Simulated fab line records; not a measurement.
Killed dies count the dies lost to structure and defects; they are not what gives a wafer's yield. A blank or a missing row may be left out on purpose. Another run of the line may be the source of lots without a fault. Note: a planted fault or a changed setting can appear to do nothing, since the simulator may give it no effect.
Split-lot study | flow n5-finfet | 21 wafers read across 7 lots, on a route 1938 steps long

SPLIT DETAILS
At N5_BEOL_M1_TRENCH_ETCH_37 (etches SiOC in C4F6/O2, target depth 55.207 nm, time 29 s), the setting time-s was moved away from the recipe's 29 s on 7 of the 21 wafers read, by -20.9% to +21.3%. The other wafers ran this setting at the recipe's value.

FROM THE SPLIT TO THE READING: what the file shows between them, 2 steps
- N5_BEOL_M1_ETCH_41: etches SiCN in CH3F/O2, target depth 31.9 nm, time 57.8 s
- N5_BEOL_M1_STRIP_97: strips in N2/H2, time 10 s

THE READING
trench-depth-nm, in nm, at N5_BEOL_M1_OCD_MEAS_38. On this fab line, fault-free wafers typically give 55.2 nm with a standard deviation of 1.1 nm.

wafer  | tool, chamber at the split | time-s as run, s | against the recipe | trench-depth-nm, nm | against lot-mates on the recipe
L077.1 | rie-diel-05, 2             | 29               | recipe             | 54.9                | -
L077.5 | rie-diel-05, 2             | 32.29            | +11.3%             | 61.1                | +7.2
L077.6 | rie-diel-05, 1             | 29               | recipe             | 52.9                | -
L078.4 | rie-diel-05, 3             | 29               | recipe             | 55.3                | -
L078.5 | rie-diel-05, 3             | 29               | recipe             | 55.5                | -
L078.6 | rie-diel-05, 0             | 29               | recipe             | 55.7                | -
L080.1 | rie-diel-05, 0             | 29               | recipe             | 55.7                | -
L080.5 | rie-diel-05, 0             | 29               | recipe             | 56.2                | -
L080.6 | rie-diel-05, 3             | 29               | recipe             | 55.1                | -
L083.4 | rie-diel-03, 0             | 29               | recipe             | 55.2                | -
L083.5 | rie-diel-03, 0             | 30.82            | +6.3%              | 58.5                | +1.8
L083.6 | rie-diel-03, 3             | 29               | recipe             | 58.1                | -
L084.2 | rie-diel-04, 1             | 22.93            | -20.9%             | 42.3                | -12.5
L084.4 | rie-diel-04, 0             | 29               | recipe             | 54.5                | -
L084.6 | rie-diel-04, 3             | 29               | recipe             | 55.0                | -
L096.3 | rie-diel-03, 2             | 29               | recipe             | 54.5                | -
L096.5 | rie-diel-03, 3             | 33.25            | +14.7%             | 65.2                | +10.7
L096.6 | rie-diel-03, 2             | 33.25            | +14.7%             | 62.0                | +7.5
L097.2 | rie-diel-04, 1             | 29               | recipe             | 53.4                | -
L097.4 | rie-diel-04, 3             | 35.18            | +21.3%             | 66.0                | +12.6
L097.5 | rie-diel-04, 0             | 35.18            | +21.3%             | 66.8                | +13.4

FIT RESULTS
A straight line over all 21 wafers: trench-depth-nm changes by +0.563 nm for each +1% of time-s; r = +0.98; the points scatter about the line by 1.2 nm.
The same after taking each lot's own level away (the mean of its wafers on the recipe; 21 wafers): +0.606 nm for each +1%; r = +0.99; scatter 0.93 nm.
Per that fit: largest time-s move, reading shift of 13 nm.
Across the lots, their own levels run from 53.40 to 56.65 nm, a range of 3.0 times the standard deviation given above.
The two slopes are in agreement: the lot-to-lot level therefore moves the slope only a little.
Check: +13 nm against its lot-mates is what the line predicts for one of the wafers moved furthest among these (+21.3%) when that wafer is left out of the fit. Against them it came out at +12.6 nm.

OTHER SPLITS ON THESE WAFERS
Note: prior to the reading, these wafers also went through further splits. Each is held against what the fit with the lots' levels taken away leaves over:
other split on the same wafers            | wafers away from the commonest value | r with trench-depth-nm (lot level and that fit taken away)
N5_BEOL_M0_TRENCH_ETCH_107 target-depth-a | 6                                    | +0.15
N5_BEOL_M1_ETCH_70 source-w               | 7                                    | +0.11

THE WHOLE CHAIN: every reading that the file lists as answering this split, in the file's order
step                      | what it does                                              | reading                                                                   | change (the file's fit)               | r (the file's)
N5_BEOL_M1_TRENCH_ETCH_37 | etches SiOC in C4F6/O2, target depth 55.207 nm, time 29 s | etch.depth-nm (the simulator's own value, which no gauge read)            | +0.608 nm for each +1% of the setting | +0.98
N5_BEOL_M1_TRENCH_ETCH_37 | etches SiOC in C4F6/O2, target depth 55.207 nm, time 29 s | BEOL_M1.feature-depth-nm (the simulator's own value, which no gauge read) | +0.607 nm for each +1% of the setting | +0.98
N5_BEOL_M1_OCD_MEAS_38    |                                                           | trench-depth-nm                                                           | +0.601 nm for each +1% of the setting | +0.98

FILE'S OWN FIT
trench-depth-nm changes by +0.601 nm for each +1% of time-s, r = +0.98.
